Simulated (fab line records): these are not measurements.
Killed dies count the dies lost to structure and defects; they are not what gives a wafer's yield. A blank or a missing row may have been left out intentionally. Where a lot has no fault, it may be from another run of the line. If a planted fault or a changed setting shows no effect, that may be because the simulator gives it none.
Split-lot trial ; flow n5_finfet ; on a route of 1938 steps: 7 lots, 39 wafers read

ABOUT THE SPLIT
At N5_BEOL_M12_DESCUM_15 (chemistry O2, time 7.9 s), the setting time_s was moved away from the recipe's 7.9 s on 15 of the 39 wafers read, by -55.2% to +45.2%. For the rest of the wafers, this setting stayed at what the recipe calls for.

The split's own step is where the reading is taken.

THE READING
coat_of_BEOL_M12_COAT_04.thk_nm (the simulator's own value, which no gauge read), in nm, at N5_BEOL_M12_DESCUM_15 (chemistry O2, time 7.9 s). The file gives no usual value for it. The 24 wafers here that ran the recipe average 382.4 nm, standard deviation 0.88 nm.

wafer;tool, chamber at the split;time_s as run, s;against the recipe;coat_of_BEOL_M12_COAT_04.thk_nm, nm;against lot-mates on the recipe
L080.1;rie_diel-01, 1;7.9;recipe;380.8;-
L080.3;rie_diel-01, 0,3;7.9;recipe;381;-
L080.4;rie_diel-01, 0,3;7.9;recipe;381;-
L087.1;rie_diel-05, 0,1;7.9;recipe;382.2;-
L087.2;rie_diel-05, 0,1;7.9;recipe;382.2;-
L087.3;rie_diel-05, 3;7.9;recipe;381.2;-
L087.4;rie_diel-05, 2;10.4;+31.6%;380.6;-1.3
L087.5;rie_diel-05, 2,3;10.4;+31.6%;380.2;-1.7
L087.6;rie_diel-05, 2,3;10.4;+31.6%;380.2;-1.7
L086.1;rie_diel-01, 3,0,1;7.9;recipe;382.8;-
L086.2;rie_diel-01, 3,0,1;7.9;recipe;382.8;-
L086.3;rie_diel-01, 3,0,1;7.9;recipe;382.8;-
L086.4;rie_diel-01, 1,0;7.9;recipe;382;-
L086.5;rie_diel-01, 1,0;7.9;recipe;382;-
L086.6;rie_diel-01, 3;7.9;recipe;381.6;-
L088.1;rie_diel-05, 1;7.9;recipe;381.6;-
L088.2;rie_diel-05, 0,2;10.92;+38.2%;380.6;-1.5
L088.3;rie_diel-05, 0,2;10.92;+38.2%;380.6;-1.5
L088.4;rie_diel-05, 3,2;7.9;recipe;382.4;-
L088.6;rie_diel-05, 3,2;7.9;recipe;382.4;-
L088.5;rie_diel-05, 1;10.92;+38.2%;380.4;-1.7
L093.1;rie_diel-01, 2;7.9;recipe;382.8;-
L093.2;rie_diel-01, 3;6.236;-21.1%;384.2;+0.5
L093.3;rie_diel-01, 0;7.9;recipe;383.8;-
L093.4;rie_diel-01, 1;7.9;recipe;384.4;-
L093.5;rie_diel-01, 2,1;6.236;-21.1%;383.6;-0.1
L093.6;rie_diel-01, 2,1;6.236;-21.1%;383.6;-0.1
L094.1;rie_diel-05, 3;7.9;recipe;382.6;-
L094.2;rie_diel-05, 1;7.9;recipe;383.2;-
L094.5;rie_diel-05, 1;7.9;recipe;383.2;-
L094.3;rie_diel-05, 2;3.542;-55.2%;384.8;+1.8
L094.4;rie_diel-05, 0;3.542;-55.2%;384.6;+1.6
L094.6;rie_diel-05, 2;3.542;-55.2%;385.4;+2.4
L095.1;rie_diel-05, 1;11.47;+45.2%;381;-1.9
L095.2;rie_diel-05, 2;7.9;recipe;383.2;-
L095.3;rie_diel-05, 3;11.47;+45.2%;380.6;-2.3
L095.4;rie_diel-05, 0;7.9;recipe;383;-
L095.5;rie_diel-05, 0;7.9;recipe;382.4;-
L095.6;rie_diel-05, 1;11.47;+45.2%;381.2;-1.7
Rows listing several chambers each stand for several wafers; the file does not say which wafer went through which chamber.

FIT RESULTS
A straight line over all 39 wafers: coat_of_BEOL_M12_COAT_04.thk_nm changes by -0.0467 nm for each +1% of time_s; r = -0.84; the points scatter about the line by 0.78 nm.
The same after taking each lot's own level away (the mean of its wafers on the recipe; 39 wafers): -0.0378 nm for each +1%; r = -0.91; scatter 0.43 nm.
On that fit, the largest move of time_s shifts the reading by 2.1 nm.
The lots' own levels span 380.93 to 383.67 nm, that is 3.1 times the standard deviation above.
So the lot-to-lot level changes the slope: the two fits differ.
Check: +2 nm against its lot-mates is what the line predicts for one of the wafers moved furthest among these (-55.2%) when that wafer is left out of the fit. Against them it came out at +1.8 nm.

THESE WAFERS: OTHER SPLITS
Note: prior to the reading, these wafers also went through further splits. Each is held against what the fit with the lots' levels taken away leaves over:
other split on the same wafers;wafers away from the commonest value;r with coat_of_BEOL_M12_COAT_04.thk_nm (lot level and that fit taken away)
N5_BEOL_M5_TRENCH_ETCH_37 time_s;12;-0.24
N5_BEOL_M9_ETCH_62 time_s;15;+0.02
N5_BEOL_M11_ETCH_62 time_s;18;-0.10

FILE'S OWN FIT
coat_of_BEOL_M12_COAT_04.thk_nm changes by -0.0384 nm for each +1% of time_s, r = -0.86.
